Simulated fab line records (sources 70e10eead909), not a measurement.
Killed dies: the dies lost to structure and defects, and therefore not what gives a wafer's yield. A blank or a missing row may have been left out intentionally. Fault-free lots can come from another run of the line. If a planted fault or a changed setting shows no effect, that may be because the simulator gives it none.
The tool behind it: which one? :: flow nand harc :: 72 wafers from 24 lots sampled at 4 of the route's 1302 steps

## WHAT EACH GAUGE READ, for each wafer
NHARC_A_SGD_CUT_OVL_MEAS_10.
lot: L075
measured: day 19 11:36
on: overlay-01
overlay x nm (nm): -1.6 -1.6 -1.4
overlay y nm (nm): 0.0 -0.1 -0.5

lot: L074
measured: day 19 12:05
on: overlay-02
overlay x nm (nm): -1.8 -1.9 -1.9
overlay y nm (nm): -0.7 -0.8 -0.6

lot: L076
measured: day 20 00:02
on: overlay-01
overlay x nm (nm): 0.1 0.5 -0.2
overlay y nm (nm): 0.2 0.9 0.6

lot: L077
measured: day 20 09:45
on: overlay-02
overlay x nm (nm): -0.9 -1.0 -1.0
overlay y nm (nm): 0.3 0.8 0.3

lot: L079
measured: day 20 18:29
on: overlay-02
overlay x nm (nm): -1.5 -1.3 -1.2
overlay y nm (nm): 1.0 1.1 1.5

lot: L078
measured: day 20 18:55
on: overlay-02
overlay x nm (nm): -1.3 -0.1 -1.1
overlay y nm (nm): 0.5 -0.1 0.3

lot: L081
measured: day 21 21:37
on: overlay-01
overlay x nm (nm): 0.2 -0.2 -0.1
overlay y nm (nm): 0.2 0.3 -0.1

lot: L080
measured: day 21 22:10
on: overlay-02
overlay x nm (nm): -0.8 -0.3 -0.5
overlay y nm (nm): 1.0 0.3 1.3

lot: L082
measured: day 22 12:23
on: overlay-02
overlay x nm (nm): 0.1 1.1 -0.2
overlay y nm (nm): 1.5 1.6 1.3

lot: L083
measured: day 23 00:20
on: overlay-02
overlay x nm (nm): 2.3 1.8 2.0
overlay y nm (nm): -0.4 -0.2 -0.2

lot: L084
measured: day 23 19:05
on: overlay-01
overlay x nm (nm): 0.1 -0.1 0.5
overlay y nm (nm): -0.5 -0.6 -0.1

lot: L086
measured: day 24 00:11
on: overlay-02
overlay x nm (nm): -0.4 -1.0 -0.9
overlay y nm (nm): 1.4 1.6 1.2

lot: L085
measured: day 24 00:23
on: overlay-01
overlay x nm (nm): 0.1 0.3 -0.1
overlay y nm (nm): 0.6 0.6 0.4

lot: L087
measured: day 24 10:40
on: overlay-01
overlay x nm (nm): 0.9 0.7 0.7
overlay y nm (nm): 0.5 1.3 1.3

lot: L089
measured: day 24 23:50
on: overlay-01
overlay x nm (nm): -0.6 -0.5 -0.5
overlay y nm (nm): 0.5 0.8 1.0

lot: L088
measured: day 25 06:54
on: overlay-01
overlay x nm (nm): 1.4 1.2 0.5
overlay y nm (nm): -0.7 -0.6 0.1

lot: L091
measured: day 25 21:36
on: overlay-02
overlay x nm (nm): 0.4 0.2 0.1
overlay y nm (nm): -0.1 0.0 0.3

lot: L090
measured: day 26 06:23
on: overlay-01
overlay x nm (nm): 0.0 -0.4 -0.6
overlay y nm (nm): 0.0 -0.4 -0.6

lot: L092
measured: day 26 20:31
on: overlay-01
overlay x nm (nm): -0.8 -0.2 0.0
overlay y nm (nm): -1.5 -0.5 -0.4

lot: L095
measured: day 27 10:10
on: overlay-01
overlay x nm (nm): -0.3 -0.7 -0.3
overlay y nm (nm): 0.2 -0.5 0.0

lot: L094
measured: day 27 10:12
on: overlay-01
overlay x nm (nm): 0.7 0.4 0.8
overlay y nm (nm): 1.4 1.7 0.9

lot: L093
measured: day 27 12:44
on: overlay-02
overlay x nm (nm): -0.8 -0.9 -0.8
overlay y nm (nm): 1.2 1.1 1.6

lot: L096
measured: day 27 12:58
on: overlay-01
overlay x nm (nm): -0.4 -0.6 -0.2
overlay y nm (nm): 0.4 0.8 0.9

lot: L097
measured: day 29 01:00
on: overlay-01
overlay x nm (nm): 2.6 1.9 2.0
overlay y nm (nm): 0.4 0.6 0.4

NHARC_A_CONTACT_OVL_MEAS_43.
lot: L075
measured: day 21 15:27
on: overlay-02
overlay x nm (nm): 1.3 0.3 0.9
overlay y nm (nm): -0.8 -0.6 -1.0

lot: L074
measured: day 21 14:26
on: overlay-01
overlay x nm (nm): 1.0 0.5 0.4
overlay y nm (nm): -0.4 -0.3 -0.6

lot: L076
measured: day 22 13:33
on: overlay-02
overlay x nm (nm): -0.7 -0.4 -0.5
overlay y nm (nm): -1.2 -1.6 -0.9

lot: L077
measured: day 22 11:29
on: overlay-02
overlay x nm (nm): 0.1 0.7 0.8
overlay y nm (nm): 1.3 1.2 1.5

lot: L079
measured: day 23 03:10
on: overlay-02
overlay x nm (nm): -2.0 -1.9 -1.4
overlay y nm (nm): -1.4 -0.7 -1.3

lot: L078
measured: day 22 19:53
on: overlay-02
overlay x nm (nm): 0.1 0.2 0.8
overlay y nm (nm): 1.4 0.7 1.0

lot: L081
measured: day 23 22:31
on: overlay-02
overlay x nm (nm): 0.0 0.0 -0.1
overlay y nm (nm): 1.0 1.5 1.1

lot: L080
measured: day 23 22:21
on: overlay-01
overlay x nm (nm): 0.2 0.5 0.4
overlay y nm (nm): 0.2 0.3 0.3

lot: L082
measured: day 24 15:20
on: overlay-02
overlay x nm (nm): -1.5 -1.3 -1.5
overlay y nm (nm): -0.3 -0.8 -0.8

lot: L083
measured: day 25 03:49
on: overlay-02
overlay x nm (nm): -1.3 -1.1 -1.4
overlay y nm (nm): -1.8 -1.9 -1.9

lot: L084
measured: day 25 21:23
on: overlay-01
overlay x nm (nm): -0.6 -0.4 -0.5
overlay y nm (nm): 1.8 1.6 1.8

lot: L086
measured: day 26 03:05
on: overlay-01
overlay x nm (nm): -0.5 -0.8 -1.2
overlay y nm (nm): 1.2 0.9 1.4

lot: L085
measured: day 26 02:46
on: overlay-02
overlay x nm (nm): 0.2 -0.2 0.0
overlay y nm (nm): 0.4 0.6 0.7

lot: L087
measured: day 26 17:26
on: overlay-01
overlay x nm (nm): -0.9 -0.8 -1.1
overlay y nm (nm): 0.4 0.1 -0.1

lot: L089
measured: day 27 05:59
on: overlay-01
overlay x nm (nm): 0.7 1.7 1.1
overlay y nm (nm): 0.1 -0.1 0.1

lot: L088
measured: day 27 15:32
on: overlay-01
overlay x nm (nm): -0.8 -0.8 -0.7
overlay y nm (nm): 0.8 0.7 0.4

lot: L091
measured: day 28 03:58
on: overlay-01
overlay x nm (nm): 2.2 1.7 1.6
overlay y nm (nm): 1.0 0.8 0.6

lot: L090
measured: day 28 14:11
on: overlay-01
overlay x nm (nm): -0.8 -1.2 -0.7
overlay y nm (nm): 0.6 0.9 0.5

lot: L092
measured: day 29 00:55
on: overlay-02
overlay x nm (nm): -2.1 -2.3 -2.0
overlay y nm (nm): 0.1 -0.3 -0.2

lot: L095
measured: day 29 14:28
on: overlay-01
overlay x nm (nm): 0.9 0.1 0.2
overlay y nm (nm): 0.9 0.9 0.2

lot: L094
measured: day 29 21:11
on: overlay-01
overlay x nm (nm): 0.6 0.7 1.0
overlay y nm (nm): -0.1 -0.3 -0.3

lot: L093
measured: day 29 20:41
on: overlay-01
overlay x nm (nm): -0.3 -0.2 -0.6
overlay y nm (nm): 1.0 0.9 1.7

lot: L096
measured: day 30 02:57
on: overlay-01
overlay x nm (nm): -0.1 -0.2 -0.6
overlay y nm (nm): -0.9 -0.8 -0.4

lot: L097
measured: day 30 23:13
on: overlay-02
overlay x nm (nm): -0.8 -0.3 -0.7
overlay y nm (nm): -0.4 -0.3 0.0

## TOOL THAT RAN EACH LOT (tool first, then ch and the chambers of the sampled wafers, then the start)
lot: L075
NHARC_A_SGD_CUT_ETCH_59: rie diel-02 ch 0,1, day 21 14:48 or earlier
NHARC_A_CONTACT_DEP_29: pecvd-03 ch 0,1,2, day 21 14:48

lot: L074
NHARC_A_SGD_CUT_ETCH_59: rie diel-13 ch 1,3, day 21 13:44 or earlier
NHARC_A_CONTACT_DEP_29: pecvd-04 ch 0,2, day 21 13:44

lot: L076
NHARC_A_SGD_CUT_ETCH_59: rie diel-12 ch 0,2,3, day 22 12:44 or earlier
NHARC_A_CONTACT_DEP_29: pecvd-04 ch 1,2, day 22 12:44

lot: L077
NHARC_A_SGD_CUT_ETCH_59: rie diel-13 ch 0,3, day 22 10:51 or earlier
NHARC_A_CONTACT_DEP_29: pecvd-04 ch 0,2, day 22 10:51

lot: L079
NHARC_A_SGD_CUT_ETCH_59: rie diel-12 ch 1,2,3, day 23 02:31 or earlier
NHARC_A_CONTACT_DEP_29: pecvd-02 ch 0,1, day 23 02:31

lot: L078
NHARC_A_SGD_CUT_ETCH_59: rie diel-02 ch 0,2,3, day 22 19:17 or earlier
NHARC_A_CONTACT_DEP_29: pecvd-03 ch 0,1,2, day 22 19:17

lot: L081
NHARC_A_SGD_CUT_ETCH_59: rie diel-12 ch 1,3, day 23 21:42 or earlier
NHARC_A_CONTACT_DEP_29: pecvd-04 ch 0,1, day 23 21:42

lot: L080
NHARC_A_SGD_CUT_ETCH_59: rie diel-13 ch 0,3, day 23 21:32 or earlier
NHARC_A_CONTACT_DEP_29: pecvd-04 ch 1,2, day 23 21:32

lot: L082
NHARC_A_SGD_CUT_ETCH_59: rie diel-13 ch 0,2,3, day 24 14:39 or earlier
NHARC_A_CONTACT_DEP_29: pecvd-04 ch 1,2, day 24 14:39

lot: L083
NHARC_A_SGD_CUT_ETCH_59: rie diel-02 ch 0,2,3, day 25 03:03 or earlier
NHARC_A_CONTACT_DEP_29: pecvd-03 ch 0,1,2, day 25 03:03

lot: L084
NHARC_A_SGD_CUT_ETCH_59: rie diel-13 ch 0,2,3, day 25 20:44 or earlier
NHARC_A_CONTACT_DEP_29: pecvd-03 ch 1,2, day 25 20:44

lot: L086
NHARC_A_SGD_CUT_ETCH_59: rie diel-02 ch 1,2,3, day 26 02:16 or earlier
NHARC_A_CONTACT_DEP_29: pecvd-03 ch 0,1,2, day 26 02:16

lot: L085
NHARC_A_SGD_CUT_ETCH_59: rie diel-12 ch 1,2,3, day 26 02:05 or earlier
NHARC_A_CONTACT_DEP_29: pecvd-03 ch 1,2, day 26 02:05

lot: L087
NHARC_A_SGD_CUT_ETCH_59: rie diel-02 ch 0,1,3, day 26 16:50 or earlier
NHARC_A_CONTACT_DEP_29: pecvd-02 ch 0,1,2, day 26 16:50

lot: L089
NHARC_A_SGD_CUT_ETCH_59: rie diel-12 ch 0,1, day 27 05:13 or earlier
NHARC_A_CONTACT_DEP_29: pecvd-03 ch 0,1,2, day 27 05:13

lot: L088
NHARC_A_SGD_CUT_ETCH_59: rie diel-13 ch 0,2,3, day 27 14:43 or earlier
NHARC_A_CONTACT_DEP_29: pecvd-03 ch 0,1, day 27 14:43

lot: L091
NHARC_A_SGD_CUT_ETCH_59: rie diel-12 ch 1,3, day 28 03:16 or earlier
NHARC_A_CONTACT_DEP_29: pecvd-03 ch 1,2, day 28 03:16

lot: L090
NHARC_A_SGD_CUT_ETCH_59: rie diel-12 ch 0,2,3, day 28 13:20 or earlier
NHARC_A_CONTACT_DEP_29: pecvd-04 ch 0,1, day 28 13:20

lot: L092
NHARC_A_SGD_CUT_ETCH_59: rie diel-02 ch 0,1,3, day 29 00:07 or earlier
NHARC_A_CONTACT_DEP_29: pecvd-03 ch 1,2, day 29 00:07

lot: L095
NHARC_A_SGD_CUT_ETCH_59: rie diel-12 ch 0,3, day 29 13:40 or earlier
NHARC_A_CONTACT_DEP_29: pecvd-04 ch 0,2, day 29 13:40

lot: L094
NHARC_A_SGD_CUT_ETCH_59: rie diel-02 ch 0,1,3, day 29 20:23 or earlier
NHARC_A_CONTACT_DEP_29: pecvd-02 ch 0,1,2, day 29 20:23

lot: L093
NHARC_A_SGD_CUT_ETCH_59: rie diel-13 ch 0,2,3, day 29 19:55 or earlier
NHARC_A_CONTACT_DEP_29: pecvd-04 ch 0,1, day 29 19:55

lot: L096
NHARC_A_SGD_CUT_ETCH_59: rie diel-12 ch 0,1,3, day 30 02:08 or earlier
NHARC_A_CONTACT_DEP_29: pecvd-03 ch 0,1,2, day 30 02:08

lot: L097
NHARC_A_SGD_CUT_ETCH_59: rie diel-13 ch 1,2,3, day 30 22:25 or earlier
NHARC_A_CONTACT_DEP_29: pecvd-04 ch 0,1,2, day 30 22:25
- NHARC_A_SGD_CUT_ETCH_59: etches the open film in N2/H2, target depth 260 nm, time 406.25 s.
- NHARC_A_CONTACT_DEP_29: deposits SiON, target thk 100 nm.

## AS READ BY THE TOOLS THEMSELVES (means over the sampled wafers that have a number; for cases with no such wafer, the mark the record gives instead)
NHARC_A_SGD_CUT_ETCH_59.
lot: L075
tool: rie diel-02
drypump motor current A (A): 5.9
h2 flow sccm (sccm): 150.5
mfc ar sccm (sccm): 0.013
oes product au (a.u.): 0.990
rf vpp V (V): 429.2
showerhead plenum p Torr (Torr): 2.01
throttle valve pct (%): 14.170

lot: L074
tool: rie diel-13
drypump motor current A (A): 5.0
h2 flow sccm (sccm): 149.7
mfc ar sccm (sccm): 0.000
oes product au (a.u.): 0.997
rf vpp V (V): 427.9
showerhead plenum p Torr (Torr): 1.96
throttle valve pct (%): 14.171

lot: L076
tool: rie diel-12
drypump motor current A (A): 6.1
h2 flow sccm (sccm): 150.1
mfc ar sccm (sccm): 0.000
oes product au (a.u.): 0.998
rf vpp V (V): 430.0
showerhead plenum p Torr (Torr): 2.02
throttle valve pct (%): 14.175

lot: L077
tool: rie diel-13
drypump motor current A (A): 5.4
h2 flow sccm (sccm): 150.0
mfc ar sccm (sccm): 0.000
oes product au (a.u.): 0.996
rf vpp V (V): 428.2
showerhead plenum p Torr (Torr): 1.93
throttle valve pct (%): 14.166

lot: L079
tool: rie diel-12
drypump motor current A (A): 5.6
h2 flow sccm (sccm): 150.3
mfc ar sccm (sccm): 0.000
oes product au (a.u.): 0.990
rf vpp V (V): 428.9
showerhead plenum p Torr (Torr): 1.99
throttle valve pct (%): 14.169

lot: L078
tool: rie diel-02
drypump motor current A (A): 5.7
h2 flow sccm (sccm): 149.9
mfc ar sccm (sccm): 0.009
oes product au (a.u.): 0.992
rf vpp V (V): 430.2
showerhead plenum p Torr (Torr): 2.06
throttle valve pct (%): 14.175

lot: L081
tool: rie diel-12
drypump motor current A (A): 5.8
h2 flow sccm (sccm): 150.3
mfc ar sccm (sccm): 0.000
oes product au (a.u.): 0.999
rf vpp V (V): 428.8
showerhead plenum p Torr (Torr): 1.98
throttle valve pct (%): 14.166

lot: L080
tool: rie diel-13
drypump motor current A (A): 6.0
h2 flow sccm (sccm): 150.0
mfc ar sccm (sccm): 0.000
oes product au (a.u.): 0.994
rf vpp V (V): 428.2
showerhead plenum p Torr (Torr): 1.93
throttle valve pct (%): 14.163

lot: L082
tool: rie diel-13
drypump motor current A (A): 5.7
h2 flow sccm (sccm): 150.3
mfc ar sccm (sccm): 0.008
oes product au (a.u.): 1.003
rf vpp V (V): 426.6
showerhead plenum p Torr (Torr): 1.95
throttle valve pct (%): 14.176

lot: L083
tool: rie diel-02
drypump motor current A (A): 5.7
h2 flow sccm (sccm): 150.0
mfc ar sccm (sccm): 0.009
oes product au (a.u.): 1.003
rf vpp V (V): 430.6
showerhead plenum p Torr (Torr): 2.06
throttle valve pct (%): 14.170

lot: L084
tool: rie diel-13
drypump motor current A (A): 5.7
h2 flow sccm (sccm): 150.2
mfc ar sccm (sccm): 0.008
oes product au (a.u.): 0.999
rf vpp V (V): 428.4
showerhead plenum p Torr (Torr): 1.95
throttle valve pct (%): 14.176

lot: L086
tool: rie diel-02
drypump motor current A (A): 5.4
h2 flow sccm (sccm): 150.3
mfc ar sccm (sccm): 0.002
oes product au (a.u.): 1.001
rf vpp V (V): 432.2
showerhead plenum p Torr (Torr): 2.12
throttle valve pct (%): 14.177

lot: L085
tool: rie diel-12
drypump motor current A (A): 5.6
h2 flow sccm (sccm): 149.8
mfc ar sccm (sccm): 0.000
oes product au (a.u.): 1.005
rf vpp V (V): 429.3
showerhead plenum p Torr (Torr): 1.99
throttle valve pct (%): 14.162

lot: L087
tool: rie diel-02
drypump motor current A (A): 5.6
h2 flow sccm (sccm): 150.2
mfc ar sccm (sccm): 0.009
oes product au (a.u.): 0.991
rf vpp V (V): 429.1
showerhead plenum p Torr (Torr): 2.03
throttle valve pct (%): 14.175

lot: L089
tool: rie diel-12
drypump motor current A (A): 6.1
h2 flow sccm (sccm): 150.1
mfc ar sccm (sccm): 0.000
oes product au (a.u.): 1.004
rf vpp V (V): 431.3
showerhead plenum p Torr (Torr): 2.08
throttle valve pct (%): 14.174

lot: L088
tool: rie diel-13
drypump motor current A (A): 5.7
h2 flow sccm (sccm): 149.8
mfc ar sccm (sccm): 0.008
oes product au (a.u.): 1.012
rf vpp V (V): 427.8
showerhead plenum p Torr (Torr): 1.95
throttle valve pct (%): 14.172

lot: L091
tool: rie diel-12
drypump motor current A (A): 5.7
h2 flow sccm (sccm): 150.1
mfc ar sccm (sccm): 0.000
oes product au (a.u.): 0.993
rf vpp V (V): 429.1
showerhead plenum p Torr (Torr): 1.98
throttle valve pct (%): 14.169

lot: L090
tool: rie diel-12
drypump motor current A (A): 6.1
h2 flow sccm (sccm): 150.1
mfc ar sccm (sccm): 0.000
oes product au (a.u.): 0.996
rf vpp V (V): 430.4
showerhead plenum p Torr (Torr): 2.02
throttle valve pct (%): 14.170

lot: L092
tool: rie diel-02
drypump motor current A (A): 5.6
h2 flow sccm (sccm): 150.3
mfc ar sccm (sccm): 0.009
oes product au (a.u.): 0.995
rf vpp V (V): 430.4
showerhead plenum p Torr (Torr): 2.03
throttle valve pct (%): 14.173

lot: L095
tool: rie diel-12
drypump motor current A (A): 6.2
h2 flow sccm (sccm): 149.5
mfc ar sccm (sccm): 0.000
oes product au (a.u.): 0.995
rf vpp V (V): 429.7
showerhead plenum p Torr (Torr): 2.02
throttle valve pct (%): 14.168

lot: L094
tool: rie diel-02
drypump motor current A (A): 5.6
h2 flow sccm (sccm): 150.0
mfc ar sccm (sccm): 0.009
oes product au (a.u.): 0.997
rf vpp V (V): 429.2
showerhead plenum p Torr (Torr): 2.03
throttle valve pct (%): 14.170

lot: L093
tool: rie diel-13
drypump motor current A (A): 5.7
h2 flow sccm (sccm): 149.6
mfc ar sccm (sccm): 0.008
oes product au (a.u.): 1.003
rf vpp V (V): 427.5
showerhead plenum p Torr (Torr): 1.95
throttle valve pct (%): 14.163

lot: L096
tool: rie diel-12
drypump motor current A (A): 5.8
h2 flow sccm (sccm): 149.9
mfc ar sccm (sccm): 0.000
oes product au (a.u.): 0.992
rf vpp V (V): 430.9
showerhead plenum p Torr (Torr): 2.03
throttle valve pct (%): 14.176

lot: L097
tool: rie diel-13
drypump motor current A (A): 5.3
h2 flow sccm (sccm): 149.8
mfc ar sccm (sccm): 0.008
oes product au (a.u.): 1.009
rf vpp V (V): 429.3
showerhead plenum p Torr (Torr): 1.98
throttle valve pct (%): 14.178

NHARC_A_CONTACT_DEP_29.
lot: L075
tool: pecvd-03
heater power outer w (W): 458
heater power w (W): 719

lot: L074
tool: pecvd-04
heater power outer w (W): 403
heater power w (W): 681

lot: L076
tool: pecvd-04
heater power outer w (W): 399
heater power w (W): 668

lot: L077
tool: pecvd-04
heater power outer w (W): 377
heater power w (W): 623

lot: L079
tool: pecvd-02
heater power outer w (W): 468
heater power w (W): 853

lot: L078
tool: pecvd-03
heater power outer w (W): 454
heater power w (W): 717

lot: L081
tool: pecvd-04
heater power outer w (W): 463
heater power w (W): 754

lot: L080
tool: pecvd-04
heater power outer w (W): 411
heater power w (W): 686

lot: L082
tool: pecvd-04
heater power outer w (W): 394
heater power w (W): 677

lot: L083
tool: pecvd-03
heater power outer w (W): 471
heater power w (W): 747

lot: L084
tool: pecvd-03
heater power outer w (W): 439
heater power w (W): 710

lot: L086
tool: pecvd-03
heater power outer w (W): 456
heater power w (W): 717

lot: L085
tool: pecvd-03
heater power outer w (W): 465
heater power w (W): 750

lot: L087
tool: pecvd-02
heater power outer w (W): 479
heater power w (W): 852

lot: L089
tool: pecvd-03
heater power outer w (W): 469
heater power w (W): 739

lot: L088
tool: pecvd-03
heater power outer w (W): 484
heater power w (W): 749

lot: L091
tool: pecvd-03
heater power outer w (W): 441
heater power w (W): 727

lot: L090
tool: pecvd-04
heater power outer w (W): 443
heater power w (W): 739

lot: L092
tool: pecvd-03
heater power outer w (W): 378
heater power w (W): 621

lot: L095
tool: pecvd-04
heater power outer w (W): 478
heater power w (W): 772

lot: L094
tool: pecvd-02
heater power outer w (W): 477
heater power w (W): 825

lot: L093
tool: pecvd-04
heater power outer w (W): 470
heater power w (W): 762

lot: L096
tool: pecvd-03
heater power outer w (W): 482
heater power w (W): 754

lot: L097
tool: pecvd-04
heater power outer w (W): 427
heater power w (W): 714

## THE ANSWER, worked out from the rows above alone
Rule: the lots themselves supply what counts as usual. Put in order of their means at a reading, lots are off if they are a third of the lots or fewer, leave a main group of 4 or more, and stand apart from it by a gap of 3 or more times the standard deviation of the main group's means; of several such gaps the widest counts. Not used: any main group whose means are identical at the precision the tables above print for the reading. A lot without any number at a reading at which 4 lots or more have one is off too. The other lots that the step has rows for count as sound. The gauges are gone through in route order, then the tools' own readings, and for those a lot's mean is taken as printed above. At the first step where some lot is off, the reading lying furthest off is the one used; lots without a number count as furthest.
None of the lots is off at any reading shown; this tells nothing.

## WHAT THE SIMULATOR HAD PUT IN
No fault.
